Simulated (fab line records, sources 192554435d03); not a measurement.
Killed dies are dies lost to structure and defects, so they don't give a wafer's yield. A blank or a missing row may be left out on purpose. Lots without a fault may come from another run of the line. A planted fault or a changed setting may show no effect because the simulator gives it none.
fab line records | flow n5_finfet
record lots=24 wafers=72 last_day=19
route steps=1938 shown HKMG_FIN@464 GATE_CUT@470
lots that met no fault: from a run of the same line without faults
start_h: hours from the record's first day to the start of the lot's first wafer shown | wait_h: hours since the lot's step before | " the same as in the row above | L1.1+2: a row that stands for several wafers | - no value, or no start given | * or withheld: withheld | < > ~ a bound
route shown NAME@n: a module of which the file shows steps, and the number in the route of the first | usual: mean/standard deviation of fault-free wafers | same: alike in all rows | chamber/n: place in a boat | sites: the reading at each site | _std_site: their standard deviation | _edge_site: outer sites' mean less inner sites' | radius_mm: how far each site lies from the wafer's centre | mask NAME#n: copy n | behind: the tool/chamber that last shaped the wafer | hold: why the lot was held/for how many hours/how that ended | device: the transistor (n, p or np) that didn't switch | end of line: the same wafers' tests at the end of the route | a step without rows: its recipe alone | killed: dies lost to structure and defects at the first sort, not the wafer's yield | map: a wafer's dies, x killed, . not, _ none there
set.NAME: the setting as run; set.NAME@STEP: as run at that earlier step | model.NAME: the simulator's own value behind a step, which no gauge read
steps of the route over a sample of lots; a table a step, a row a wafer
services: from which hour (start_h, from the record's first day; less than 0 if before it) a tool's chamber was out of use, for how many hours, and why
## steps
# step N5_HKMG_FIN_INSPECT_28
# recipe inspect_instrument=darkfield mode=post_cmp
# usual raw_defect_count=39/17
# columns lot.wafer tool chamber start_h wait_h raw_defect_count
L074.2 defect_inspect-01 - 79.04 0.0 61
L074.3 " - " " 33
L074.6 " - " " 37
L075.1 defect_inspect-01 - 85.98 0.0 54
L075.2 " - " " 36
L075.5 " - " " 37
L076.2 defect_inspect-02 - 92.26 0.0 51
L076.5 " - " " 44
L076.6 " - " " 45
L077.1 defect_inspect-02 - 98.82 0.0 66
L077.5 " - " " 59
L077.6 " - " " 59
L078.1 defect_inspect-01 - 102.20 0.0 24
L078.3 " - " " 23
L078.6 " - " " 31
L079.3 defect_inspect-02 - 111.28 0.0 19
L079.4 " - " " 42
L079.6 " - " " 22
L080.3 defect_inspect-02 - 115.27 0.0 18
L080.4 " - " " 19
L080.5 " - " " 38
L081.2 defect_inspect-01 - 123.34 0.0 25
L081.4 " - " " 37
L081.5 " - " " 37
L082.1 defect_inspect-02 - 130.18 0.0 31
L082.2 " - " " 64
L082.5 " - " " 24
L083.3 defect_inspect-02 - 131.94 0.0 21
L083.5 " - " " 24
L083.6 " - " " 53
L084.2 defect_inspect-02 - 143.27 0.0 39
L084.4 " - " " 15
L084.6 " - " " 53
L085.3 defect_inspect-02 - 147.13 0.0 28
L085.4 " - " " 39
L085.5 " - " " 28
L087.1 defect_inspect-01 - 180.18 0.0 49
L087.2 " - " " 43
L087.3 " - " " 46
L086.3 defect_inspect-01 - 183.64 0.0 47
L086.4 " - " " 49
L086.6 " - " " 59
L088.1 defect_inspect-01 - 184.06 0.0 37
L088.4 " - " " 91
L088.6 " - " " 39
L089.1 defect_inspect-01 - 185.76 0.0 30
L089.2 " - " " 20
L089.3 " - " " 25
L090.3 defect_inspect-01 - 186.05 0.0 23
L090.4 " - " " 33
L090.6 " - " " 60
L093.1 defect_inspect-01 - 212.88 0.0 27
L093.5 " - " " 14
L093.6 " - " " 28
L091.2 defect_inspect-02 - 217.35 0.0 44
L091.4 " - " " 38
L091.6 " - " " 44
L094.2 defect_inspect-01 - 218.91 0.0 34
L094.3 " - " " 45
L094.6 " - " " 64
L095.2 defect_inspect-01 - 221.49 0.0 20
L095.3 " - " " 28
L095.4 " - " " 29
L092.4 defect_inspect-02 - 221.79 0.0 78
L092.5 " - " " 40
L092.6 " - " " 50
L096.1 defect_inspect-02 - 224.00 0.0 28
L096.3 " - " " 38
L096.5 " - " " 34
L097.1 defect_inspect-02 - 230.21 0.0 22
L097.2 " - " " 37
L097.3 " - " " 25
# step N5_GATE_CUT_STRIP_59
# recipe chemistry=N2/H2 time_s=20 power_w=100 temp_c=40 pressure_mtorr=100 rf_frequency_hz=6e+07 bias_power_w=3 n2_flow_sccm=300 h2_flow_sccm=300
# usual drypump_motor_current_A=5.9/0.51 h2_flow_sccm=299.9/0.8 oes_product_au=0.80/0.094 rf_vpp_V=45.5/0.82 showerhead_plenum_p_Torr=3.38/0.11 throttle_valve_pct=12.14/0.3
# columns lot.wafer tool chamber start_h wait_h drypump_motor_current_A h2_flow_sccm oes_product_au rf_hours_counter_h rf_vpp_V showerhead_plenum_p_Torr throttle_valve_pct
L074.2 rie_diel-03 1 79.54 0.1 6.1 299.9 0.76 141 45.8 3.51 12.54
L074.3 " 0 " " 4.9 298.9 0.81 105 44.4 3.39 11.91
L074.6 " 1 " " 6.1 299.8 0.75 - 45.4 3.51 12.54
L075.1 rie_diel-02 0 86.40 0.1 5.7 300.9 0.69 244 44.7 3.32 12.41
L075.2 " 1 " " 5.2 298.9 0.74 185 46.4 3.23 12.46
L075.5 " 2 " " 6.4 299.5 0.70 - 45.2 3.33 12.58
L076.2 rie_diel-03 2 92.74 0.1 5.8 298.6 0.77 117 46.4 3.40 12.10
L076.5 " 1 " " 6.1 300.3 0.76 - 45.7 3.51 12.52
L076.6 " 0 " " 4.9 299.5 0.81 - 44.9 3.39 11.92
L077.1 rie_diel-03 3 99.25 0.1 6.7 299.2 0.68 247 44.7 3.46 12.32
L077.5 " 2 " " 5.8 301.4 0.77 - 45.5 3.40 12.09
L077.6 " 3 " " 6.7 299.9 0.68 - 45.5 3.46 12.33
L078.1 rie_diel-01 3 102.63 0.1 5.4 299.5 0.70 231 44.8 3.31 12.15
L078.3 " 0 " " 6.5 300.3 0.85 77 44.5 3.42 11.99
L078.6 " 0 " " 6.4 299.3 0.85 - 44.3 3.42 11.97
L079.3 rie_diel-02 2 111.70 0.1 6.4 299.8 0.68 236 45.7 3.32 12.61
L079.4 " 3 " " 6.2 301.1 0.70 - 44.9 3.23 12.42
L079.6 " 1 " " 5.2 299.5 0.72 - 44.6 3.22 12.48
L080.3 rie_diel-02 2 115.81 0.1 6.5 299.2 0.69 238 46.3 3.32 12.60
L080.4 " 2 " " 6.4 302.5 0.68 - 44.8 3.32 12.60
L080.5 " 1 " " 5.2 299.1 0.73 - 45.7 3.22 12.48
L081.2 rie_diel-03 3 123.78 0.1 6.7 299.8 0.98 2 46.3 3.45 11.73
L081.4 " 0 " " 4.9 300.5 0.80 119 45.9 3.38 11.94
L081.5 " 2 " " 5.8 301.0 0.76 - 45.4 3.40 12.12
L082.1 rie_diel-01 3 130.74 0.1 5.4 299.5 0.69 240 44.9 3.31 12.19
L082.2 " 1 " " 5.9 301.1 0.94 17 47.1 3.59 11.63
L082.5 " 2 " " 5.7 299.4 0.89 - 43.7 3.47 11.99
L083.3 rie_diel-02 2 132.37 0.1 6.5 300.4 0.68 244 45.5 3.32 12.62
L083.5 " 0 " " 5.6 299.9 1.00 - 46.8 3.31 11.82
L083.6 " 1 " " 5.2 299.6 0.71 - 44.2 3.22 12.49
L084.2 rie_diel-03 0 143.70 0.1 4.9 299.7 0.79 125 45.7 3.38 11.94
L084.4 " 2 " " 5.8 300.4 0.75 - 44.9 3.39 12.13
L084.6 " 3 " " 6.7 300.1 0.95 - 46.4 3.45 11.75
L085.3 rie_diel-01 3 147.57 0.1 5.4 300.1 0.69 245 45.1 3.31 12.17
L085.4 " 1 " " 5.8 297.7 0.94 22 46.7 3.58 11.63
L085.5 " 1 " " 5.8 298.7 0.92 - 45.3 3.58 11.62
L087.1 rie_diel-02 3 180.62 0.1 6.2 299.2 0.68 220 45.1 3.22 12.47
L087.2 " 0 " " 5.6 302.4 0.93 17 45.8 3.30 11.84
L087.3 " 1 " " 5.2 299.8 0.70 219 45.3 3.21 12.54
L086.3 rie_diel-01 0 184.14 0.1 6.5 301.0 0.83 103 45.5 3.40 12.03
L086.4 " 2 " " 5.7 299.1 0.87 - 46.7 3.46 12.04
L086.6 " 0 " " 6.5 299.6 0.83 - 44.6 3.40 12.04
L088.1 rie_diel-02 2 184.53 0.1 6.5 297.8 0.98 3 45.8 3.31 12.00
L088.4 " 1 " " 5.2 299.1 0.70 220 45.6 3.21 12.56
L088.6 " 2 " " 6.5 299.4 0.98 - 44.2 3.31 12.00
L089.1 rie_diel-03 2 186.19 0.1 5.8 301.1 0.75 143 44.9 3.39 12.14
L089.2 " 1 " " 6.0 300.4 0.73 171 47.1 3.50 12.59
L089.3 " 3 " " 6.7 299.9 0.91 22 44.0 3.44 11.77
L090.3 rie_diel-01 1 186.66 0.1 5.8 300.4 0.90 36 44.3 3.57 11.67
L090.4 " 0 " " 6.5 298.9 0.82 - 45.8 3.40 12.03
L090.6 " 1 " " 5.8 300.4 0.90 - 47.0 3.57 11.66
L093.1 rie_diel-03 3 213.31 0.1 6.7 300.5 0.88 30 45.3 3.44 11.80
L093.5 " 1 " " 6.1 300.0 0.72 - 45.6 3.49 12.61
L093.6 " 2 " " 5.9 299.4 0.73 - 46.1 3.39 12.16
L091.2 rie_diel-01 0 217.77 0.1 6.4 299.9 0.81 115 45.6 3.40 12.06
L091.4 " 0 " " 6.5 300.5 0.80 - 45.4 3.40 12.05
L091.6 " 2 " " 5.7 300.8 0.84 - 46.5 3.45 12.07
L094.2 rie_diel-01 2 219.34 0.1 5.8 300.9 0.84 53 46.0 3.45 12.08
L094.3 " 0 " " 6.5 301.9 0.81 115 45.3 3.39 12.07
L094.6 " 0 " " 6.4 300.7 0.82 - 46.2 3.40 12.06
L095.2 rie_diel-02 0 221.91 0.1 5.6 301.3 0.91 27 44.9 3.30 11.88
L095.3 " 2 " " 6.4 300.8 0.94 12 46.1 3.31 12.03
L095.4 " 1 " " 5.2 300.8 0.70 230 45.5 3.20 12.57
L092.4 rie_diel-02 1 222.22 0.1 5.2 299.4 0.70 230 45.4 3.20 12.58
L092.5 " 1 " " 5.2 299.4 0.69 - 45.5 3.20 12.58
L092.6 " 2 " " 6.4 300.3 0.94 - 45.0 3.31 12.02
L096.1 rie_diel-03 0 224.46 0.1 4.9 300.1 0.77 151 44.5 3.37 12.01
L096.3 " 3 " " 6.7 299.5 0.88 34 46.3 3.44 11.80
L096.5 " 1 " " 6.0 300.7 0.72 - 45.4 3.49 12.63
L097.1 rie_diel-01 0 231.11 0.1 6.5 299.1 0.80 120 45.6 3.39 12.07
L097.2 " 3 " " 5.4 298.6 0.93 11 46.4 3.30 11.58
L097.3 " 2 " " 5.7 298.8 0.83 57 44.7 3.45 12.07
# step N5_GATE_CUT_OVL_MEAS_14
# recipe points_per_wafer=522
# usual GATE_CUT_OVL=-0.6/0.63
# columns lot.wafer tool chamber start_h wait_h GATE_CUT_OVL[nm]
L074.2 overlay-02 0 82.72 0.0 -1.7
L074.3 " 0 " " -0.5
L074.6 " 0 " " -1.2
L075.1 overlay-02 0 89.72 0.0 -0.8
L075.2 " 0 " " -0.7
L075.5 " 0 " " -0.3
L076.2 overlay-01 0 96.18 0.0 0.1
L076.5 " 0 " " -0.4
L076.6 " 0 " " 0.3
L077.1 overlay-02 0 102.43 0.0 0.9
L077.5 " 0 " " 0.3
L077.6 " 0 " " 0.4
L078.1 overlay-02 0 106.14 0.0 0.2
L078.3 " 0 " " -0.2
L078.6 " 0 " " -0.5
L079.3 overlay-02 0 115.02 0.0 -1.6
L079.4 " 0 " " -1.3
L079.6 " 0 " " -0.3
L080.3 overlay-01 0 119.13 0.0 -0.2
L080.4 " 0 " " -0.4
L080.5 " 0 " " -0.4
L081.2 overlay-01 0 127.10 0.0 -2.4
L081.4 " 0 " " -1.4
L081.5 " 0 " " -1.9
L082.1 overlay-01 0 133.92 0.0 -1.9
L082.2 " 0 " " -1.0
L082.5 " 0 " " 0.1
L083.3 overlay-01 0 135.56 0.0 -0.1
L083.5 " 0 " " -0.4
L083.6 " 0 " " 0.1
L084.2 overlay-02 0 146.89 0.0 -0.8
L084.4 " 0 " " 0.0
L084.6 " 0 " " -1.6
L085.3 overlay-02 0 150.90 0.0 -0.1
L085.4 " 0 " " -0.3
L085.5 " 0 " " -0.6
L087.1 overlay-01 0 183.80 0.0 0.0
L087.2 " 0 " " -1.2
L087.3 " 0 " " 0.3
L086.3 overlay-01 0 187.33 0.0 0.2
L086.4 " 0 " " 0.3
L086.6 " 0 " " -0.6
L088.1 overlay-01 0 189.32 0.0 -0.3
L088.4 " 0 " " -0.9
L088.6 " 0 " " -1.8
L089.1 overlay-01 0 191.10 0.0 -0.6
L089.2 " 0 " " 0.7
L089.3 " 0 " " -1.1
L090.3 overlay-01 0 191.50 0.0 -0.5
L090.4 " 0 " " -1.2
L090.6 " 0 " " -1.0
L093.1 overlay-02 0 216.64 0.0 -0.8
L093.5 " 0 " " -1.1
L093.6 " 0 " " -1.0
L091.2 overlay-02 0 220.97 0.0 -0.6
L091.4 " 0 " " -0.9
L091.6 " 0 " " -0.6
L094.2 overlay-02 0 224.02 0.0 -0.8
L094.3 " 0 " " -0.8
L094.6 " 0 " " -0.9
L095.2 overlay-02 0 226.54 0.0 0.2
L095.3 " 0 " " -0.7
L095.4 " 0 " " -0.9
L092.4 overlay-02 0 226.93 0.0 0.3
L092.5 " 0 " " 0.0
L092.6 " 0 " " -0.5
L096.1 overlay-02 0 227.85 0.0 0.0
L096.3 " 0 " " 0.1
L096.5 " 0 " " -0.9
L097.1 overlay-01 0 234.65 0.0 -0.3
L097.2 " 0 " " -0.8
L097.3 " 0 " " 0.3
# step N5_GATE_CUT_INSPECT_15
# recipe mode=adi inspect_instrument=brightfield
# usual raw_defect_count=128/40
# columns lot.wafer tool chamber start_h wait_h raw_defect_count
L074.2 defect_inspect-01 - 82.77 0.0 127
L074.3 " - " " 63
L074.6 " - " " 91
L075.1 defect_inspect-02 - 89.78 0.1 116
L075.2 " - " " 86
L075.5 " - " " 138
L076.2 defect_inspect-02 - 96.23 0.0 117
L076.5 " - " " 114
L076.6 " - " " 91
L077.1 defect_inspect-01 - 102.49 0.1 71
L077.5 " - " " 78
L077.6 " - " " 124
L078.1 defect_inspect-01 - 106.19 0.1 77
L078.3 " - " " 98
L078.6 " - " " 83
L079.3 defect_inspect-01 - 115.07 0.0 99
L079.4 " - " " 180
L079.6 " - " " 157
L080.3 defect_inspect-01 - 119.17 0.0 159
L080.4 " - " " 133
L080.5 " - " " 114
L081.2 defect_inspect-01 - 127.15 0.0 174
L081.4 " - " " 218
L081.5 " - " " 185
L082.1 defect_inspect-01 - 133.98 0.1 210
L082.2 " - " " 237
L082.5 " - " " 250
L083.3 defect_inspect-01 - 135.61 0.0 91
L083.5 " - " " 101
L083.6 " - " " 126
L084.2 defect_inspect-02 - 146.94 0.0 116
L084.4 " - " " 76
L084.6 " - " " 144
L085.3 defect_inspect-02 - 150.95 0.0 94
L085.4 " - " " 108
L085.5 " - " " 143
L087.1 defect_inspect-01 - 183.86 0.1 125
L087.2 " - " " 117
L087.3 " - " " 146
L086.3 defect_inspect-01 - 187.38 0.0 165
L086.4 " - " " 118
L086.6 " - " " 111
L088.1 defect_inspect-02 - 189.38 0.1 127
L088.4 " - " " 95
L088.6 " - " " 145
L089.1 defect_inspect-02 - 191.16 0.1 148
L089.2 " - " " 101
L089.3 " - " " 141
L090.3 defect_inspect-01 - 191.55 0.0 127
L090.4 " - " " 137
L090.6 " - " " 159
L093.1 defect_inspect-02 - 216.70 0.1 115
L093.5 " - " " 75
L093.6 " - " " 94
L091.2 defect_inspect-01 - 221.02 0.0 132
L091.4 " - " " 111
L091.6 " - " " 127
L094.2 defect_inspect-01 - 224.07 0.0 103
L094.3 " - " " 164
L094.6 " - " " 129
L095.2 defect_inspect-02 - 226.59 0.0 130
L095.3 " - " " 237
L095.4 " - " " 112
L092.4 defect_inspect-01 - 226.97 0.0 107
L092.5 " - " " 104
L092.6 " - " " 108
L096.1 defect_inspect-02 - 227.91 0.1 180
L096.3 " - " " 161
L096.5 " - " " 145
L097.1 defect_inspect-01 - 234.71 0.1 110
L097.2 " - " " 117
L097.3 " - " " 80
# step N5_GATE_CUT_ETCH_36
# recipe chemistry=CF4 target=SiARC target_depth_a=130 mask_material=CAR-EUV time_s=21.7 ion_energy_ev=80 pressure_mtorr=40 source_w=545 bias_w=36 Ar_flow_sccm=100 cf4_flow_sccm=100 ends=cleared
# usual cf4_flow_sccm=99.97/0.27 drypump_motor_current_A=5.8/0.49 etch_rf_on_time_s=21.5/0.44 oes_product_au=0.69/0.079 rf_vpp_V=184.2/1.2 showerhead_plenum_p_Torr=2.15/0.061 throttle_valve_pct=15.50/0.29
# columns lot.wafer tool chamber start_h wait_h cf4_flow_sccm drypump_motor_current_A etch_rf_on_time_s oes_product_au rf_hours_counter_h rf_vpp_V showerhead_plenum_p_Torr throttle_valve_pct
L074.2 rie_diel-03 2 82.86 0.0 99.71 5.8 21.4 0.66 114 184.7 2.16 15.43
L074.3 " 3 " " 99.92 6.6 21.4 0.59 242 182.9 2.19 15.68
L074.6 " 0 " " 99.86 4.9 22.0 0.69 - 184.1 2.16 15.31
L075.1 rie_diel-03 3 90.30 0.0 99.68 6.7 21.3 0.59 244 184.5 2.19 15.69
L075.2 " 1 " " 100.00 6.0 21.7 0.64 144 185.3 2.23 16.00
L075.5 " 0 " " 100.17 4.9 21.6 0.70 - 185.1 2.16 15.30
L076.2 rie_diel-02 3 96.32 0.0 99.53 6.2 22.2 0.60 192 181.7 2.05 15.71
L076.5 " 1 " " 100.12 5.2 22.1 0.61 - 183.1 2.05 15.90
L076.6 " 2 " " 100.65 6.4 22.7 0.59 - 182.4 2.11 15.98
L077.1 rie_diel-02 2 102.57 0.0 99.70 6.4 22.5 0.59 232 183.5 2.11 16.00
L077.5 " 0 " " 99.91 5.6 21.7 0.58 - 184.7 2.10 15.76
L077.6 " 1 " " 99.68 5.2 21.7 0.61 - 182.8 2.05 15.90
L078.1 rie_diel-01 2 106.34 0.0 100.16 5.7 21.5 0.77 15 183.8 2.18 15.36
L078.3 " 0 " " 99.85 6.4 21.4 0.74 79 186.2 2.16 15.35
L078.6 " 0 " " 100.01 6.5 21.4 0.73 - 183.1 2.16 15.35
L079.3 rie_diel-03 2 115.16 0.0 99.75 5.8 21.1 0.66 124 184.5 2.15 15.46
L079.4 " 1 " " 99.68 6.1 21.4 0.64 - 184.9 2.23 16.00
L079.6 " 2 " " 99.71 5.7 21.3 0.65 - 185.3 2.15 15.44
L080.3 rie_diel-01 2 119.26 0.0 99.93 5.7 21.5 0.76 19 185.4 2.18 15.40
L080.4 " 0 " " 100.14 6.5 21.2 0.72 83 183.7 2.16 15.35
L080.5 " 0 " " 100.47 6.5 21.3 0.72 - 184.6 2.16 15.37
L081.2 rie_diel-01 2 127.24 0.0 100.26 5.7 22.0 0.76 22 182.5 2.18 15.40
L081.4 " 3 " " 99.58 5.4 21.4 0.59 239 185.4 2.12 15.66
L081.5 " 1 " " 100.10 5.7 20.8 0.82 - 186.9 2.27 15.02
L082.1 rie_diel-03 1 134.07 0.0 99.86 6.0 21.7 0.64 157 185.6 2.22 16.03
L082.2 " 2 " " 99.91 5.8 21.2 0.65 130 183.2 2.15 15.46
L082.5 " 2 " " 100.07 5.7 21.2 0.65 - 184.4 2.15 15.48
L083.3 rie_diel-03 2 135.79 0.0 99.52 5.8 21.3 0.65 131 184.0 2.15 15.48
L083.5 " 1 " " 99.96 6.1 21.5 0.64 - 184.8 2.22 16.03
L083.6 " 0 " " 100.09 4.9 21.6 0.68 - 184.7 2.15 15.33
L084.2 rie_diel-02 3 147.33 0.0 100.02 6.2 22.0 0.60 210 181.7 2.05 15.74
L084.4 " 1 " " 100.02 5.2 22.1 0.60 208 184.0 2.05 15.94
L084.6 " 0 " " 99.76 5.6 20.9 0.83 - 184.9 2.10 15.31
L085.3 rie_diel-01 3 151.23 0.0 100.43 5.4 21.3 0.59 245 183.5 2.12 15.68
L085.4 " 2 " " 99.64 5.7 21.6 0.75 29 184.3 2.18 15.41
L085.5 " 3 " " 100.25 5.4 21.3 0.59 - 184.4 2.12 15.68
L087.1 rie_diel-02 2 184.01 0.0 99.91 6.4 21.5 0.83 2 182.8 2.11 15.57
L087.2 " 0 " " 100.12 5.6 21.2 0.79 18 183.6 2.09 15.32
L087.3 " 3 " " 100.40 6.2 22.2 0.57 222 183.6 2.04 15.77
L086.3 rie_diel-01 2 187.47 0.0 100.21 5.7 21.9 0.73 42 185.9 2.17 15.45
L086.4 " 0 " " 100.10 6.4 21.5 0.70 - 183.8 2.15 15.38
L086.6 " 2 " " 100.42 5.7 21.6 0.73 - 182.6 2.18 15.44
L088.1 rie_diel-01 2 189.49 0.0 99.76 5.7 21.6 0.73 44 184.7 2.18 15.45
L088.4 " 1 " " 99.88 5.7 20.9 0.77 - 186.2 2.27 15.05
L088.6 " 2 " " 100.25 5.7 21.7 0.72 - 184.5 2.17 15.44
L089.1 rie_diel-02 1 191.24 0.0 99.80 5.2 22.1 0.60 222 182.8 2.04 15.98
L089.2 " 0 " " 100.10 5.6 21.1 0.79 20 181.6 2.09 15.33
L089.3 " 2 " " 99.94 6.4 21.3 0.83 4 184.8 2.10 15.56
L090.3 rie_diel-01 2 191.64 0.0 100.17 5.7 21.7 0.72 44 186.1 2.17 15.42
L090.4 " 1 " " 100.21 5.7 20.9 0.77 38 186.5 2.26 15.05
L090.6 " 0 " " 99.78 6.4 21.6 0.69 - 184.6 2.15 15.40
L093.1 rie_diel-01 0 217.35 0.0 99.65 6.4 21.5 0.70 115 184.4 2.15 15.41
L093.5 " 2 " " 100.19 5.7 21.7 0.72 - 185.8 2.17 15.46
L093.6 " 1 " " 99.60 5.8 20.9 0.76 - 186.3 2.26 15.05
L091.2 rie_diel-02 0 221.14 0.0 99.95 5.6 21.0 0.78 27 184.4 2.09 15.36
L091.4 " 3 " " 99.60 6.2 22.0 0.58 230 182.1 2.04 15.79
L091.6 " 0 " " 99.69 5.6 20.9 0.79 - 183.7 2.09 15.35
L094.2 rie_diel-01 1 224.16 0.0 100.14 5.8 21.0 0.76 48 185.8 2.26 15.08
L094.3 " 3 " " 99.98 5.4 21.1 0.81 9 183.4 2.11 15.18
L094.6 " 2 " " 99.68 5.7 21.7 0.72 - 185.7 2.17 15.46
L095.2 rie_diel-03 1 226.83 0.0 99.55 6.1 22.0 0.61 184 184.9 2.21 16.08
L095.3 " 0 " " 100.17 4.9 22.0 0.65 152 184.1 2.14 15.38
L095.4 " 2 " " 100.25 5.8 21.8 0.62 155 184.7 2.14 15.50
L092.4 rie_diel-01 0 227.06 0.0 99.88 6.5 21.7 0.69 118 184.5 2.15 15.42
L092.5 " 3 " " 99.74 5.4 21.3 0.80 - 183.2 2.11 15.18
L092.6 " 2 " " 99.98 5.7 21.8 0.72 - 185.3 2.17 15.47
L096.1 rie_diel-01 2 228.15 0.0 100.13 5.7 21.8 0.72 56 183.3 2.17 15.45
L096.3 " 0 " " 100.07 6.4 21.8 0.69 118 184.7 2.15 15.42
L096.5 " 3 " " 100.25 5.4 21.2 0.81 - 183.1 2.11 15.19
L097.1 rie_diel-03 2 235.13 0.0 100.11 5.8 21.9 0.62 159 183.8 2.14 15.53
L097.2 " 0 " " 99.71 4.9 22.0 0.64 155 185.0 2.14 15.40
L097.3 " 1 " " 99.61 6.0 21.9 0.61 187 184.2 2.21 16.09
# step N5_GATE_CUT_CUT_ETCH_54
# recipe chemistry=Cl2/BCl3 target=TiN mask_material=SiO2 target_depth_a=967 pressure_mtorr=10 icp_w=1000 bias_w=126 Cl2_flow_sccm=53.25 bcl3_flow_sccm=21.75 Ar_flow_sccm=25 ends=cleared
# usual bcl3_flow_sccm=21.75/0.069 drypump_motor_current_A=5.4/0.35 etch_rf_on_time_s=36.9/0.65 oes_product_au=0.70/0.091 throttle_valve_pct=22.43/0.27
# columns lot.wafer tool chamber start_h wait_h bcl3_flow_sccm drypump_motor_current_A etch_rf_on_time_s oes_product_au rf_hours_counter_h throttle_valve_pct
L074.2 rie_metal-01 0 83.26 0.0 21.77 5.1 37.1 0.75 22 22.28
L074.3 " 0 " " 21.75 5.1 37.3 0.76 - 22.27
L074.6 " 0 " " 21.76 5.1 37.3 0.76 - 22.29
L075.1 rie_metal-02 0 90.71 0.0 21.74 5.2 35.8 0.90 1 21.99
L075.2 " 1 " " 21.70 5.2 36.3 0.58 108 22.51
L075.5 " 0 " " 21.62 5.2 35.7 0.89 - 22.01
L076.2 rie_metal-01 1 96.72 0.0 21.72 6.0 36.7 0.63 77 22.84
L076.5 " 0 " " 21.79 5.1 37.1 0.76 - 22.29
L076.6 " 1 " " 21.76 6.0 37.1 0.63 - 22.85
L077.1 rie_metal-01 1 102.97 0.0 21.68 6.0 36.5 0.63 77 22.84
L077.5 " 0 " " 21.81 5.1 37.0 0.75 - 22.28
L077.6 " 1 " " 21.79 6.0 36.4 0.64 - 22.83
L078.1 rie_metal-03 1 106.74 0.0 21.81 5.7 36.8 0.79 13 22.48
L078.3 " 0 " " 21.66 5.1 37.6 0.64 - 22.33
L078.6 " 1 " " 21.76 5.7 37.0 0.78 - 22.47
L079.3 rie_metal-02 0 115.58 0.0 21.75 5.2 35.6 0.88 - 22.01
L079.4 " 1 " " 21.77 5.2 36.3 0.58 - 22.52
L079.6 " 1 " " 21.75 5.2 36.2 0.58 - 22.52
L080.3 rie_metal-01 1 119.69 0.0 21.84 6.0 36.7 0.63 - 22.83
L080.4 " 0 " " 21.66 5.1 37.3 0.74 - 22.29
L080.5 " 0 " " 21.68 5.1 37.5 0.73 - 22.31
L081.2 rie_metal-03 0 127.64 0.0 21.80 5.1 38.1 0.63 73 22.32
L081.4 " 1 " " 21.67 5.7 37.7 0.78 - 22.50
L081.5 " 0 " " 21.82 5.1 38.2 0.63 - 22.34
L082.1 rie_metal-01 0 134.47 0.0 21.79 5.1 37.4 0.74 28 22.30
L082.2 " 1 " " 21.81 6.0 36.3 0.63 81 22.85
L082.5 " 0 " " 21.77 5.1 37.2 0.73 - 22.29
L083.3 rie_metal-01 1 136.21 0.0 21.71 6.0 36.5 0.62 - 22.87
L083.5 " 0 " " 21.94 5.1 37.7 0.72 - 22.31
L083.6 " 1 " " 21.68 6.0 36.4 0.63 - 22.84
L084.2 rie_metal-02 0 147.73 0.0 21.79 5.2 35.9 0.85 5 22.02
L084.4 " 0 " " 21.74 5.2 35.9 0.86 - 22.04
L084.6 " 1 " " 21.75 5.1 36.0 0.58 - 22.51
L085.3 rie_metal-01 0 151.64 0.0 21.84 5.1 37.1 0.73 - 22.32
L085.4 " 1 " " 21.94 6.0 36.2 0.63 - 22.84
L085.5 " 1 " " 21.74 6.0 36.4 0.63 - 22.84
L087.1 rie_metal-02 1 184.41 0.0 21.73 5.1 36.5 0.57 115 22.54
L087.2 " 0 " " 21.87 5.2 36.0 0.83 8 22.03
L087.3 " 1 " " 21.80 5.1 36.3 0.58 - 22.54
L086.3 rie_metal-03 1 187.89 0.0 21.86 5.7 37.3 0.76 - 22.49
L086.4 " 0 " " 21.70 5.1 38.0 0.62 - 22.34
L086.6 " 1 " " 21.77 5.7 37.2 0.76 - 22.49
L088.1 rie_metal-03 1 189.89 0.0 21.62 5.7 37.3 0.76 21 22.49
L088.4 " 0 " " 21.76 5.1 38.0 0.62 - 22.34
L088.6 " 0 " " 21.63 5.1 37.8 0.62 - 22.36
L089.1 rie_metal-01 1 191.64 0.0 21.88 6.0 36.1 0.62 87 22.84
L089.2 " 0 " " 21.77 5.1 37.0 0.72 34 22.32
L089.3 " 0 " " 21.73 5.1 37.3 0.72 - 22.31
L090.3 rie_metal-03 0 192.06 0.0 21.75 5.1 37.5 0.62 - 22.33
L090.4 " 1 " " 21.84 5.7 37.4 0.76 - 22.48
L090.6 " 0 " " 21.73 5.1 37.8 0.63 - 22.32
L093.1 rie_metal-03 0 217.75 0.0 21.75 5.1 37.5 0.62 82 22.35
L093.5 " 1 " " 21.77 5.7 36.2 0.76 - 22.50
L093.6 " 0 " " 21.64 5.1 37.4 0.62 - 22.35
L091.2 rie_metal-02 1 221.54 0.0 21.80 5.2 36.5 0.56 119 22.55
L091.4 " 0 " " 21.83 5.2 35.9 0.83 - 22.04
L091.6 " 0 " " 21.78 5.2 36.0 0.82 - 22.01
L094.2 rie_metal-02 1 224.56 0.0 21.71 5.2 36.5 0.56 119 22.55
L094.3 " 0 " " 21.68 5.2 36.2 0.81 - 22.02
L094.6 " 0 " " 21.70 5.2 36.1 0.81 - 22.03
L095.2 rie_metal-01 1 227.23 0.0 21.80 6.0 36.6 0.62 90 22.86
L095.3 " 1 " " 21.77 6.0 36.7 0.61 - 22.87
L095.4 " 0 " " 21.64 5.1 36.8 0.72 - 22.32
L092.4 rie_metal-02 0 227.58 0.1 21.78 5.2 36.0 0.82 - 22.03
L092.5 " 0 " " 21.75 5.2 36.3 0.81 - 22.06
L092.6 " 0 " " 21.69 5.2 35.8 0.82 - 22.04
L096.1 rie_metal-01 1 228.54 0.0 21.69 6.0 37.0 0.61 90 22.88
L096.3 " 1 " " 21.83 6.0 37.7 0.60 - 22.89
L096.5 " 1 " " 21.78 6.0 37.3 0.61 - 22.88
L097.1 rie_metal-03 0 235.53 0.0 21.76 5.1 37.8 0.62 83 22.35
L097.2 " 1 " " 21.81 5.7 37.0 0.75 25 22.49
L097.3 " 1 " " 21.82 5.7 36.9 0.75 - 22.51
## services
# columns tool chamber start_h hours kind
rie_metal-02 0 59.95 - clean
rie_metal-02 0 59.95 17.9 scheduled_down
rie_metal-02 0 59.95 17.9 vent_cycle
rie_diel-01 1 74.60 31.8 repair
rie_metal-03 0 81.65 3.5 repair
rie_diel-02 0 105.21 - clean
rie_diel-02 0 105.21 - consumable_replace:focus_ring
rie_diel-02 0 105.21 21.7 scheduled_down
rie_diel-02 0 105.21 21.7 vent_cycle
rie_diel-03 3 108.72 - clean
rie_diel-03 3 108.72 - consumable_replace:focus_ring
rie_metal-02 - 125.79 14.6 pm
rie_diel-02 2 152.47 - clean
rie_diel-02 2 152.47 - consumable_replace:focus_ring
rie_diel-03 2 170.50 10.6 repair
rie_diel-01 3 172.28 - clean
rie_diel-01 3 172.28 - consumable_replace:focus_ring
rie_diel-01 3 172.28 17.3 scheduled_down
rie_diel-01 3 172.28 17.3 vent_cycle
rie_diel-02 - 186.52 0.8 repair
rie_diel-01 3 216.72 5.4 repair
rie_diel-02 - 226.79 14.6 pm
## key
fault none
